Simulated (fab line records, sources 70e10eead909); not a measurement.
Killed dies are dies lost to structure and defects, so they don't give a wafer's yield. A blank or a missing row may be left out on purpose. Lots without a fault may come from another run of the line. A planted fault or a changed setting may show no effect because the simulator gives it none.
fab line records | flow nand_harc
record lots=24 wafers=72 last_day=25
route steps=1159 shown A_STAIRCASE@593
lots that met no fault: from a run of the same line without faults
start_h: hours from the record's first day to the start of the lot's first wafer shown | wait_h: hours since the lot's step before | " the same as in the row above | L1.1+2: a row that stands for several wafers | - no value, or no start given | * or withheld: withheld | < > ~ a bound
route shown NAME@n: a module of which the file shows steps, and the number in the route of the first | usual: mean/standard deviation of fault-free wafers | same: alike in all rows | chamber/n: place in a boat | sites: the reading at each site | _std_site: their standard deviation | _edge_site: outer sites' mean less inner sites' | radius_mm: how far each site lies from the wafer's centre | mask NAME#n: copy n | behind: the tool/chamber that last shaped the wafer | hold: why the lot was held/for how many hours/how that ended | device: the transistor (n, p or np) that didn't switch | end of line: the same wafers' tests at the end of the route | a step without rows: its recipe alone | killed: dies lost to structure and defects at the first sort, not the wafer's yield | map: a wafer's dies, x killed, . not, _ none there
set.NAME: the setting as run; set.NAME@STEP: as run at that earlier step | model.NAME: the simulator's own value behind a step, which no gauge read
steps of the route over a sample of lots; a table a step, a row a wafer
services: from which hour (start_h, from the record's first day; less than 0 if before it) a tool's chamber was out of use, for how many hours, and why
## steps
# step NHARC_A_STAIRCASE_ETCH_199
# recipe target_depth_a=1000 time_s=40.5 ion_energy_ev=400 c4f8_flow_sccm=20 o2_flow_sccm=10 ar_flow_sccm=withheld rf_w=600 bias_w=1000 chemistry=C4F8/O2
# usual oes_product_au=0.944/0.01 rf_vpp_V=896/5.5
# columns lot.wafer tool chamber start_h wait_h oes_product_au rf_hours_counter_h rf_vpp_V
L074.4 rie_diel-01 3 - - 0.943 27 901
L074.1 " 1 " " 0.944 36 889
L074.5 " 3 " " 0.938 - 902
L077.3 rie_diel-08 2 - - 0.955 48 905
L077.4 " 1 " " 0.954 46 893
L077.6 " 2 " " 0.947 - 905
L075.2 rie_diel-08 1 - - 0.941 47 892
L075.4 " 0 " " 0.943 49 889
L075.6 " 2 " " 0.922 - 905
L076.2 rie_diel-08 0 - - 0.933 51 887
L076.1 " 3 " " 0.952 53 889
L076.6 " 1 " " 0.937 - 892
L078.4 rie_diel-01 2 - - 0.947 44 899
L078.3 " 0 " " 0.936 30 902
L078.5 " 2 " " 0.943 - 898
L080.2 rie_diel-01 1 - - 0.939 46 889
L080.3 " 2 " " 0.934 48 898
L080.1 " 3 " " 0.946 36 900
L079.2 rie_diel-01 2 - - 0.930 49 898
L079.3 " 0 " " 0.974 32 902
L079.5 " 2 " " 0.940 - 897
L082.3 rie_diel-08 3 - - 0.929 62 887
L082.2 " 1 " " 0.931 58 893
L082.6 " 2 " " 0.945 - 903
L081.1 rie_diel-04 1 - - 0.942 66 895
L081.4 " 2 " " 0.934 - 895
L081.6 " 1 " " 0.942 - 896
L084.1 rie_diel-01 2 - - 0.930 60 897
L084.4 " 0 " " 0.926 42 901
L084.6 " 2 " " 0.940 - 897
L083.4 rie_diel-01 1 - - 0.945 59 890
L083.2 " 3 " " 0.949 49 900
L083.5 " 2 " " 0.946 - 897
L087.4 rie_diel-04 1 - - 0.967 4 896
L087.1 " 2 " " 0.940 10 895
L087.5 " 2 " " 0.957 - 895
L086.2 rie_diel-04 1 - - 0.956 6 894
L086.1 " 3 " " 0.950 8 891
L086.4 " 0 " " 0.971 12 898
L085.1 rie_diel-01 2 - - 0.964 0 897
L085.3 " 3 " " 0.969 0 901
L085.6 " 0 " " 0.954 - 902
L088.3 rie_diel-04 0 - - 0.959 13 898
L088.4 " 2 " " 0.943 13 894
L088.5 " 1 " " 0.956 - 895
L089.1 rie_diel-04 2 - - 0.935 15 895
L089.4 " 3 " " 0.940 10 889
L089.5 " 0 " " 0.943 - 898
L090.1 rie_diel-01 0 - - 0.932 5 900
L090.3 " 1 " " 0.950 5 889
L090.6 " 1 " " 0.940 - 887
L091.4 rie_diel-01 2 - - 0.934 6 898
L091.2 " 1 " " 0.938 7 890
L091.6 " 3 " " 0.955 - 900
L092.2 rie_diel-01 3 - - 0.953 6 899
L092.3 " 2 " " 0.947 6 896
L092.6 " 0 " " 0.949 - 900
L093.3 rie_diel-08 3 - - 0.931 19 888
L093.2 " 2 " " 0.932 19 903
L093.4 " 2 " " 0.943 - 904
L094.4 rie_diel-01 2 - - 0.932 11 897
L094.5 " 2 " " 0.937 - 899
L094.6 " 3 " " 0.934 - 900
L095.2 rie_diel-01 2 - - 0.946 12 898
L095.6 " 3 " " 0.948 - 901
L095.5 " 0 " " 0.935 - 899
L097.3 rie_diel-08 0 - - 0.962 29 886
L097.4 " 1 " " 0.958 23 890
L097.6 " 0 " " 0.960 - 888
L096.3 rie_diel-01 2 - - 0.958 19 896
L096.4 " 0 " " 0.949 21 900
L096.5 " 1 " " 0.948 - 888
# step NHARC_A_STAIRCASE_TRIM_222
# recipe time_s=211.2 o2_flow_sccm=500 ar_flow_sccm=0 bias_w=0 chemistry=O2
# usual drypump_motor_current_A=5.5/0.49 oes_product_au=0.997/0.0064 rf_vpp_V=57.8/0.88 showerhead_plenum_p_Torr=3.52/0.13 throttle_valve_pct=17.037/0.01
# columns lot.wafer tool chamber start_h wait_h drypump_motor_current_A oes_product_au rf_hours_counter_h rf_vpp_V showerhead_plenum_p_Torr throttle_valve_pct
L074.1 rie_diel-04 2 - - 5.4 0.996 42 56.9 3.51 17.020
L074.4 " 3 " " 6.7 0.996 44 57.9 3.38 17.036
L074.5 " 1 " " 5.0 0.987 - 58.4 3.51 17.040
L077.3 rie_diel-04 1 - - 5.0 1.010 53 58.8 3.51 17.047
L077.4 " 0 " " 6.0 1.001 52 59.0 3.61 17.034
L077.6 " 2 " " 5.4 0.999 - 56.7 3.51 17.017
L075.2 rie_diel-08 0 - - 5.9 1.003 51 56.4 3.31 17.033
L075.4 " 1 " " 6.4 0.997 49 57.1 3.43 17.026
L075.6 " 2 " " 5.2 1.010 - 59.0 3.78 17.035
L076.2 rie_diel-01 0 - - 5.8 0.989 30 57.7 3.67 17.032
L076.1 " 2 " " 4.8 1.004 45 57.3 3.58 17.056
L076.6 " 1 " " 5.5 0.997 - 59.0 3.35 17.051
L078.3 rie_diel-04 2 - - 5.4 0.992 49 58.6 3.51 17.027
L078.4 " 0 " " 5.9 1.000 - 58.3 3.61 17.049
L078.5 " 1 " " 5.0 0.998 - 57.4 3.50 17.040
L080.2 rie_diel-04 2 - - 5.4 0.989 52 59.2 3.51 17.035
L080.1 " 0 " " 5.9 0.991 58 58.0 3.61 17.035
L080.3 " 1 " " 5.0 0.988 59 58.0 3.50 17.048
L079.2 rie_diel-01 1 - - 5.5 0.997 48 58.0 3.34 17.019
L079.3 " 3 " " 5.2 0.991 39 58.8 3.68 17.033
L079.5 " 2 " " 4.8 0.992 - 58.1 3.58 17.037
L082.3 rie_diel-08 0 - - 5.9 0.991 60 57.7 3.31 17.045
L082.2 " 3 " " 5.5 1.001 63 59.5 3.30 17.035
L082.6 " 1 " " 6.4 0.992 - 57.0 3.42 17.026
L081.1 rie_diel-01 0 - - 5.8 0.989 40 57.8 3.67 17.036
L081.4 " 1 " " 5.5 0.986 56 58.3 3.34 17.044
L081.6 " 1 " " 5.5 0.987 - 57.3 3.34 17.042
L084.1 rie_diel-01 0 - - 5.8 0.983 43 60.2 3.67 17.034
L084.4 " 2 " " 4.9 0.992 61 58.3 3.57 17.044
L084.6 " 0 " " 5.8 0.990 - 57.1 3.67 17.033
L083.2 rie_diel-04 1 - - 5.0 1.000 2 59.5 3.50 17.059
L083.4 " 0 " " 5.9 1.005 - 57.8 3.60 17.033
L083.5 " 1 " " 5.0 1.006 - 57.4 3.50 17.061
L087.4 rie_diel-08 0 - - 5.9 1.007 7 57.7 3.30 17.026
L087.1 " 2 " " 5.2 1.010 6 57.9 3.77 17.031
L087.5 " 0 " " 5.9 0.996 - 56.7 3.30 17.048
L086.2 rie_diel-04 1 - - 5.0 0.995 8 56.7 3.49 17.032
L086.1 " 2 " " 5.4 0.995 14 57.2 3.49 17.043
L086.4 " 0 " " 5.9 0.991 13 57.8 3.60 17.031
L088.4 rie_diel-04 0 - - 5.9 0.993 14 58.2 3.60 17.027
L088.3 " 1 " " 5.0 0.995 9 58.6 3.49 17.049
L088.5 " 0 " " 5.9 0.998 - 57.4 3.60 17.035
L085.3 rie_diel-01 2 - - 4.8 1.002 2 56.3 3.57 17.040
L085.1 " 0 " " 5.8 0.992 3 59.7 3.66 17.037
L085.6 " 1 " " 5.5 0.995 - 56.8 3.33 17.043
L089.1 rie_diel-01 3 - - 5.2 1.004 2 57.0 3.67 17.035
L089.4 " 0 " " 5.8 0.994 3 59.6 3.66 17.039
L089.5 " 3 " " 5.2 0.990 - 60.5 3.67 17.052
L090.1 rie_diel-01 3 - - 5.2 1.001 5 57.5 3.67 17.040
L090.3 " 0 " " 5.8 0.992 6 59.8 3.66 17.024
L090.6 " 2 " " 4.9 1.008 - 57.4 3.57 17.034
L091.2 rie_diel-01 0 - - 5.9 0.995 8 57.2 3.66 17.033
L091.4 " 1 " " 5.5 1.004 8 56.4 3.33 17.056
L091.6 " 3 " " 5.2 0.997 - 58.2 3.67 17.017
L092.3 rie_diel-01 2 - - 4.8 0.995 7 57.2 3.57 17.040
L092.2 " 3 " " 5.2 0.996 7 58.7 3.67 17.035
L092.6 " 0 " " 5.8 0.989 - 57.8 3.66 17.056
L093.3 rie_diel-04 0 - - 6.0 0.993 26 59.0 3.59 17.024
L093.4 " 1 " " 5.0 0.995 19 56.4 3.49 17.044
L093.2 " 2 " " 5.4 0.988 25 57.5 3.49 17.026
L094.4 rie_diel-04 3 - - 6.7 1.007 23 56.5 3.37 17.048
L094.6 " 1 " " 5.0 0.998 - 57.8 3.49 17.032
L094.5 " 2 " " 5.4 1.003 - 56.1 3.49 17.025
L095.2 rie_diel-01 3 - - 5.2 1.001 13 55.7 3.67 17.054
L095.6 " 2 " " 4.9 1.001 - 57.3 3.56 17.030
L095.5 " 3 " " 5.2 0.988 - 59.0 3.67 17.022
L097.4 rie_diel-01 0 - - 5.8 0.998 19 57.7 3.65 17.060
L097.3 " 3 " " 5.2 1.003 17 58.3 3.66 17.020
L097.6 " 1 " " 5.5 1.003 - 57.2 3.33 17.035
L096.3 rie_diel-08 1 - - 6.4 0.992 28 56.8 3.41 17.039
L096.4 " 3 " " 5.5 0.996 33 57.0 3.28 17.041
L096.5 " 1 " " 6.4 0.995 - 58.0 3.41 17.042
# step NHARC_A_STAIRCASE_TRIM_224
# recipe time_s=211.2 o2_flow_sccm=500 ar_flow_sccm=0 bias_w=0 chemistry=O2
# usual drypump_motor_current_A=5.5/0.51 oes_product_au=0.998/0.0069 rf_vpp_V=57.9/0.85 showerhead_plenum_p_Torr=3.53/0.14 throttle_valve_pct=17.038/0.0084
# columns lot.wafer tool chamber start_h wait_h drypump_motor_current_A oes_product_au rf_hours_counter_h rf_vpp_V showerhead_plenum_p_Torr throttle_valve_pct
L074.1 rie_diel-04 0 - - 5.9 1.004 47 58.4 3.62 17.046
L074.4 " 1 " " 5.0 0.997 49 57.9 3.51 17.047
L074.5 " 1 " " 5.0 0.995 - 57.1 3.51 17.034
L077.4 rie_diel-04 2 - - 5.4 0.999 47 57.4 3.51 17.034
L077.3 " 3 " " 6.7 0.994 48 57.1 3.38 17.030
L077.6 " 2 " " 5.4 0.990 - 58.1 3.51 17.042
L075.2 rie_diel-08 3 - - 5.5 1.006 53 57.2 3.30 17.046
L075.4 " 0 " " 5.9 0.985 51 57.6 3.31 17.032
L075.6 " 2 " " 5.2 0.991 - 59.0 3.78 17.025
L076.2 rie_diel-01 2 - - 4.8 1.003 45 56.8 3.58 17.048
L076.1 " 1 " " 5.5 1.002 43 57.3 3.35 17.039
L076.6 " 2 " " 4.8 1.008 - 57.6 3.58 17.025
L078.3 rie_diel-04 1 - - 5.0 0.996 56 58.2 3.50 17.042
L078.4 " 0 " " 6.0 0.998 - 58.6 3.61 17.040
L078.5 " 1 " " 5.0 0.999 - 58.2 3.50 17.041
L079.3 rie_diel-01 0 - - 5.8 1.000 33 59.4 3.67 17.047
L079.2 " 1 " " 5.5 0.996 48 58.3 3.34 17.043
L079.5 " 2 " " 4.9 1.002 - 58.3 3.58 17.040
L080.3 rie_diel-04 0 - - 6.0 1.004 59 57.2 3.61 17.035
L080.2 " 1 " " 5.0 1.000 60 57.1 3.50 17.041
L080.1 " 2 " " 5.4 0.991 53 58.4 3.51 17.033
L082.3 rie_diel-08 2 - - 5.2 0.995 62 59.0 3.77 17.025
L082.2 " 0 " " 5.9 0.994 60 57.7 3.31 17.041
L082.6 " 2 " " 5.2 0.997 - 57.2 3.77 17.036
L081.1 rie_diel-01 0 - - 5.8 0.986 41 58.3 3.67 17.046
L081.4 " 1 " " 5.5 0.990 56 57.6 3.34 17.047
L081.6 " 3 " " 5.2 0.993 - 58.9 3.68 17.036
L084.4 rie_diel-01 2 - - 4.8 0.999 61 59.2 3.57 17.040
L084.1 " 0 " " 5.8 0.994 43 57.8 3.67 17.037
L084.6 " 3 " " 5.2 0.996 - 60.0 3.68 17.037
L083.2 rie_diel-04 1 - - 5.0 1.009 2 59.1 3.50 17.032
L083.5 " 1 " " 5.0 1.010 - 57.8 3.50 17.025
L083.4 " 2 " " 5.4 1.006 - 58.6 3.50 17.036
L087.1 rie_diel-08 3 - - 5.5 0.995 6 58.1 3.29 17.037
L087.4 " 0 " " 5.9 0.996 7 56.1 3.30 17.041
L087.5 " 2 " " 5.2 1.008 - 58.7 3.76 17.028
L086.2 rie_diel-04 3 - - 6.7 0.997 9 55.6 3.38 17.040
L086.1 " 1 " " 5.0 1.012 8 57.5 3.49 17.037
L086.4 " 2 " " 5.4 1.005 14 56.8 3.49 17.054
L088.4 rie_diel-04 3 - - 6.7 1.005 10 57.8 3.38 17.034
L088.3 " 0 " " 5.9 0.994 15 58.3 3.60 17.040
L088.5 " 3 " " 6.7 0.989 - 58.6 3.38 17.044
L085.1 rie_diel-01 1 - - 5.5 0.998 3 58.6 3.33 17.048
L085.3 " 2 " " 4.8 0.993 2 58.8 3.57 17.055
L085.6 " 0 " " 5.8 0.992 - 57.7 3.66 17.044
L089.4 rie_diel-01 2 - - 4.9 0.988 3 59.0 3.57 17.041
L089.1 " 1 " " 5.5 1.001 3 56.2 3.33 17.042
L089.5 " 2 " " 4.9 1.009 - 57.5 3.57 17.045
L090.1 rie_diel-01 2 - - 4.8 0.994 5 56.8 3.57 17.049
L090.3 " 1 " " 5.5 1.004 6 58.2 3.33 17.035
L090.6 " 3 " " 5.2 1.000 - 58.1 3.67 17.038
L091.4 rie_diel-01 0 - - 5.8 1.000 8 57.8 3.66 17.039
L091.2 " 2 " " 4.9 0.998 7 58.7 3.57 17.037
L091.6 " 0 " " 5.8 1.000 - 57.1 3.66 17.044
L092.3 rie_diel-01 2 - - 4.8 0.984 7 58.4 3.57 17.046
L092.2 " 3 " " 5.2 1.003 7 59.2 3.67 17.058
L092.6 " 0 " " 5.8 1.002 - 57.7 3.66 17.038
L093.4 rie_diel-04 3 - - 6.7 0.996 22 57.9 3.37 17.055
L093.2 " 0 " " 5.9 1.009 26 57.1 3.59 17.034
L093.3 " 1 " " 5.0 1.008 20 58.6 3.49 17.032
L094.4 rie_diel-04 2 - - 5.4 0.993 27 56.3 3.49 17.052
L094.6 " 2 " " 5.4 0.988 - 58.3 3.49 17.045
L094.5 " 3 " " 6.7 0.988 - 57.6 3.37 17.039
L095.2 rie_diel-01 2 - - 4.8 0.984 12 58.8 3.56 17.041
L095.6 " 3 " " 5.2 0.997 - 58.4 3.67 17.048
L095.5 " 0 " " 5.8 0.996 - 57.1 3.66 17.049
L097.4 rie_diel-01 3 - - 5.2 1.007 17 58.4 3.66 17.025
L097.3 " 2 " " 4.8 0.994 17 57.2 3.56 17.042
L097.6 " 3 " " 5.2 0.999 - 57.1 3.66 17.023
L096.3 rie_diel-08 3 - - 5.5 1.002 33 56.8 3.28 17.025
L096.4 " 2 " " 5.2 1.009 33 58.9 3.75 17.044
L096.5 " 0 " " 5.9 1.001 - 56.9 3.29 17.028
# step NHARC_A_STAIRCASE_ETCH_234
# recipe target_depth_a=1000 time_s=40.5 ion_energy_ev=400 c4f8_flow_sccm=20 o2_flow_sccm=10 ar_flow_sccm=withheld rf_w=600 bias_w=1000 chemistry=C4F8/O2
# usual oes_product_au=0.944/0.012 rf_vpp_V=895/5.3
# columns lot.wafer tool chamber start_h wait_h oes_product_au rf_hours_counter_h rf_vpp_V
L074.1 rie_diel-04 2 - - 0.949 43 894
L074.5 " 2 " " 0.938 - 895
L074.4 " 0 " " 0.936 - 899
L077.3 rie_diel-04 0 - - 0.945 53 899
L077.4 " 3 " " 0.939 48 890
L077.6 " 0 " " 0.949 - 898
L075.2 rie_diel-01 0 - - 0.953 30 901
L075.4 " 2 " " 0.938 45 897
L075.6 " 0 " " 0.955 - 902
L076.2 rie_diel-01 1 - - 0.942 44 888
L076.1 " 3 " " 0.932 35 902
L076.6 " 1 " " 0.947 - 889
L078.3 rie_diel-04 1 - - 0.927 57 894
L078.4 " 0 " " 0.937 - 901
L078.5 " 1 " " 0.929 - 895
L079.2 rie_diel-01 1 - - 0.947 48 890
L079.3 " 2 " " 0.934 51 898
L079.5 " 1 " " 0.950 - 889
L080.1 rie_diel-01 2 - - 0.956 52 898
L080.2 " 3 " " 0.946 40 902
L080.3 " 0 " " 0.947 34 901
L082.3 rie_diel-01 2 289.50 - 0.992 59 897
L082.2 " 3 " " 0.992 46 900
L082.6 " 1 " " 0.982 - 890
L081.1 rie_diel-08 3 - - 0.938 64 888
L081.4 " 1 " " 0.929 60 891
L081.6 " 2 " " 0.943 - 904
L084.4 rie_diel-08 1 - - 0.948 64 892
L084.1 " 3 " " 0.959 68 887
L084.6 " 2 " " 0.963 - 904
L083.2 rie_diel-04 0 - - 0.930 3 898
L083.5 " 2 " " 0.931 - 894
L083.4 " 0 " " 0.941 - 898
L087.1 rie_diel-08 1 - - 0.940 8 893
L087.4 " 3 " " 0.940 7 887
L087.5 " 2 " " 0.947 - 904
L086.1 rie_diel-04 2 - - 0.929 15 896
L086.4 " 3 " " 0.922 10 890
L086.2 " 0 " " 0.933 15 899
L088.3 rie_diel-04 1 - - 0.948 10 895
L088.4 " 2 " " 0.956 16 894
L088.5 " 0 " " 0.948 - 898
L085.3 rie_diel-01 2 - - 0.949 2 898
L085.1 " 3 " " 0.946 2 902
L085.6 " 1 " " 0.932 - 888
L089.1 rie_diel-04 2 - - 0.957 17 894
L089.4 " 3 " " 0.949 12 890
L089.5 " 2 " " 0.963 - 895
L090.1 rie_diel-08 3 - - 0.937 14 888
L090.3 " 1 " " 0.933 15 891
L090.6 " 3 " " 0.939 - 888
L091.4 rie_diel-01 1 - - 0.938 9 888
L091.2 " 2 " " 0.952 8 899
L091.6 " 1 " " 0.947 - 887
L092.3 rie_diel-01 2 - - 0.936 8 897
L092.2 " 0 " " 0.941 9 901
L092.6 " 2 " " 0.930 - 898
L093.3 rie_diel-04 1 - - 0.942 20 893
L093.4 " 2 " " 0.929 26 894
L093.2 " 3 " " 0.941 22 890
L094.4 rie_diel-04 0 - - 0.954 28 898
L094.6 " 0 " " 0.942 - 898
L094.5 " 1 " " 0.948 - 894
L095.2 rie_diel-01 0 - - 0.948 15 900
L095.5 " 1 " " 0.946 - 890
L095.6 " 2 " " 0.956 - 897
L097.3 rie_diel-08 2 - - 0.946 30 905
L097.4 " 0 " " 0.951 31 888
L097.6 " 2 " " 0.941 - 905
L096.4 rie_diel-08 0 - - 0.935 35 887
L096.3 " 1 " " 0.939 29 892
L096.5 " 1 " " 0.939 - 892
# step NHARC_A_STAIRCASE_STRIP_238
# recipe power_w=1500 temp_c=250 chemistry=O2
# usual drypump_motor_current_A=5.9/0.49 heater_power_w=337/26
# columns lot.wafer tool chamber start_h wait_h drypump_motor_current_A heater_power_w rf_hours_counter_h
L074.1 plasma_asher-01 1 247.08 0.1 5.7 295 49
L074.4 " 0 " " 6.6 327 -
L074.5 " 0 " " 6.6 336 -
L077.3 plasma_asher-01 1 256.68 0.2 5.7 301 -
L077.4 " 0 " " 6.7 327 -
L077.6 " 1 " " 5.7 299 -
L075.2 plasma_asher-02 1 261.29 0.1 5.2 379 23
L075.4 " 0 " " 5.8 342 -
L075.6 " 0 " " 5.8 337 -
L076.2 plasma_asher-01 1 263.55 0.1 5.7 297 56
L076.1 " 0 " " 6.6 324 56
L076.6 " 1 " " 5.7 296 -
L078.4 plasma_asher-01 0 264.11 0.2 6.6 327 -
L078.3 " 1 " " 5.8 305 -
L078.5 " 0 " " 6.6 336 -
L079.2 plasma_asher-02 0 273.78 0.1 5.8 337 27
L079.3 " 1 " " 5.3 384 -
L079.5 " 1 " " 5.3 376 -
L080.2 plasma_asher-01 1 274.83 0.1 5.8 296 60
L080.1 " 0 " " 6.6 339 60
L080.3 " 1 " " 5.7 300 -
L082.2 plasma_asher-02 0 289.90 0.1 5.8 331 33
L082.3 " 0 " " 5.8 345 -
L082.6 " 1 " " 5.3 383 -
L081.1 plasma_asher-02 0 290.59 0.1 5.8 334 34
L081.4 " 0 " " 5.8 340 -
L081.6 " 1 " " 5.3 380 -
L084.1 plasma_asher-02 0 300.25 0.1 5.8 345 37
L084.4 " 0 " " 5.8 347 -
L084.6 " 0 " " 5.8 345 -
L083.2 plasma_asher-01 1 304.80 0.1 5.8 331 8
L083.4 " 1 " " 5.8 326 -
L083.5 " 1 " " 5.8 328 -
L087.1 plasma_asher-02 0 325.35 0.2 5.9 350 45
L087.4 " 0 " " 5.8 337 -
L087.5 " 0 " " 5.8 336 -
L086.1 plasma_asher-01 1 329.92 0.1 5.8 321 15
L086.2 " 0 " " 6.6 319 15
L086.4 " 0 " " 6.6 331 -
L088.3 plasma_asher-02 1 331.33 0.2 5.3 380 -
L088.4 " 0 " " 5.8 344 -
L088.5 " 1 " " 5.3 381 -
L085.1 plasma_asher-01 1 331.46 0.1 5.7 329 16
L085.3 " 1 " " 5.8 323 -
L085.6 " 1 " " 5.7 330 -
L089.1 plasma_asher-01 0 333.94 0.1 6.7 314 17
L089.4 " 1 " " 5.8 326 -
L089.5 " 1 " " 5.7 323 -
L090.1 plasma_asher-02 0 341.58 0.1 5.8 337 51
L090.3 " 1 " " 5.3 380 -
L090.6 " 1 " " 5.3 388 -
L091.2 plasma_asher-02 1 345.87 0.1 5.3 382 53
L091.4 " 1 " " 5.3 389 -
L091.6 " 1 " " 5.3 384 -
L092.2 plasma_asher-02 1 346.16 0.1 5.3 394 53
L092.3 " 0 " " 5.8 332 -
L092.6 " 0 " " 5.8 340 -
L093.2 plasma_asher-01 0 360.48 0.1 6.6 326 24
L093.4 " 0 " " 6.6 322 -
L093.3 " 1 " " 5.7 327 -
L094.4 plasma_asher-01 1 364.89 0.3 5.7 323 -
L094.6 " 0 " " 6.6 320 -
L094.5 " 1 " " 5.7 333 -
L095.2 plasma_asher-01 0 367.46 0.6 6.6 318 29
L095.6 " 0 " " 6.7 319 -
L095.5 " 1 " " 5.8 331 -
L097.3 plasma_asher-01 1 383.20 0.2 5.7 314 -
L097.4 " 0 " " 6.6 323 -
L097.6 " 0 " " 6.6 316 -
L096.3 plasma_asher-01 1 391.76 0.2 5.8 327 -
L096.4 " 0 " " 6.6 324 -
L096.5 " 1 " " 5.8 329 -
# step NHARC_A_STAIRCASE_HM_DEP_456
# recipe target_thk_a=15000 temp_c=400 material=aC
# usual throttle_valve_pct=34.999/0.0086
# columns lot.wafer tool chamber start_h wait_h throttle_valve_pct
L074.1 acl_dep-03 0 249.59 - 35.001
L074.4 " 0 " " 34.990
L074.5 " 0 " " 35.004
L077.3 acl_dep-01 0 260.07 - 34.984
L077.4 " 0 " " 34.987
L077.6 " 0 " " 35.009
L075.2 acl_dep-01 0 265.66 - 35.021
L075.4 " 0 " " 35.018
L075.6 " 0 " " 34.994
L076.1 acl_dep-02 0 267.57 - 35.012
L076.2 " 0 " " 34.998
L076.6 " 0 269.10 - 35.011
L078.3 acl_dep-01 0 269.66 - 35.004
L078.4 " 0 " " 34.996
L078.5 " 0 " " 34.990
L079.2 acl_dep-03 0 277.59 - 35.013
L079.3 " 0 " " 35.009
L079.5 " 0 " " 35.001
L080.1 acl_dep-02 0 278.55 - 34.992
L080.2 " 0 " " 35.009
L080.3 " 0 " " 34.997
L082.2 acl_dep-03 0 293.32 - 35.012
L082.3 " 0 " " 34.994
L082.6 " 0 " " 35.004
L081.1 acl_dep-02 0 294.23 - 34.984
L081.4 " 0 " " 35.010
L081.6 " 0 " " 35.001
L084.1 acl_dep-02 0 304.64 - 35.008
L084.4 " 0 " " 34.988
L084.6 " 0 " " 35.010
L083.2 acl_dep-02 0 307.61 - 34.998
L083.4 " 0 " " 34.989
L083.5 " 0 " " 35.005
L087.1 acl_dep-02 0 330.89 - 34.993
L087.4 " 0 " " 35.004
L087.5 " 0 " " 34.994
L086.1 acl_dep-02 0 332.73 - 34.990
L086.2 " 0 " " 34.993
L086.4 " 0 " " 35.003
L085.1 acl_dep-02 0 334.60 - 35.007
L085.3 " 0 " " 35.010
L085.6 " 0 " " 34.984
L088.3 acl_dep-01 0 334.77 - 34.981
L088.4 " 0 " " 35.002
L088.5 " 0 " " 35.002
L089.1 acl_dep-01 0 336.52 - 35.001
L089.4 " 0 " " 35.004
L089.5 " 0 " " 34.983
L090.1 acl_dep-01 0 344.87 - 34.982
L090.3 " 0 " " 34.994
L090.6 " 0 " " 34.994
L091.2 acl_dep-03 0 349.74 - 34.993
L091.4 " 0 " " 34.996
L091.6 " 0 " " 35.006
L092.2 acl_dep-01 0 350.18 - 35.002
L092.3 " 0 " " 35.010
L092.6 " 0 " " 34.995
L093.2 acl_dep-03 0 363.76 - 35.004
L093.3 " 0 " " 35.003
L093.4 " 0 " " 34.998
L094.4 acl_dep-03 0 368.92 - 35.001
L094.5 " 0 " " 35.002
L094.6 " 0 " " 35.008
L095.2 acl_dep-02 0 370.79 - 35.002
L095.5 " 0 " " 34.997
L095.6 " 0 " " 34.991
L097.3 acl_dep-02 0 386.25 - 34.990
L097.4 " 0 " " 34.990
L097.6 " 0 " " 34.993
L096.3 acl_dep-01 0 394.98 - 35.007
L096.4 " 0 " " 35.013
L096.5 " 0 " " 34.999
## services
# columns tool chamber start_h hours kind
rie_diel-01 0 220.86 - clean
rie_diel-01 1 220.86 - clean
rie_diel-01 2 220.86 - clean
rie_diel-01 3 220.86 - clean
acl_dep-03 - 224.17 13.0 pm
rie_diel-04 2 230.12 1.6 repair
rie_diel-01 0 245.36 - clean
rie_diel-01 1 245.36 - clean
rie_diel-01 2 245.36 - clean
rie_diel-01 3 245.36 - clean
rie_diel-04 3 257.33 51.6 repair
rie_diel-01 0 269.86 - clean
rie_diel-01 1 269.86 - clean
rie_diel-01 2 269.86 - clean
plasma_asher-01 - 276.05 9.0 pm
plasma_asher-02 - 283.88 3.5 repair
acl_dep-01 - 294.18 13.0 pm
rie_diel-08 - 302.10 9.0 pm
rie_diel-04 1 307.14 9.6 repair
rie_diel-01 - 315.57 9.0 pm
plasma_asher-01 - 340.79 3.9 repair
rie_diel-08 1 346.30 13.8 repair
acl_dep-02 - 348.57 13.0 pm
plasma_asher-02 - 360.08 9.0 pm
## key
fault none
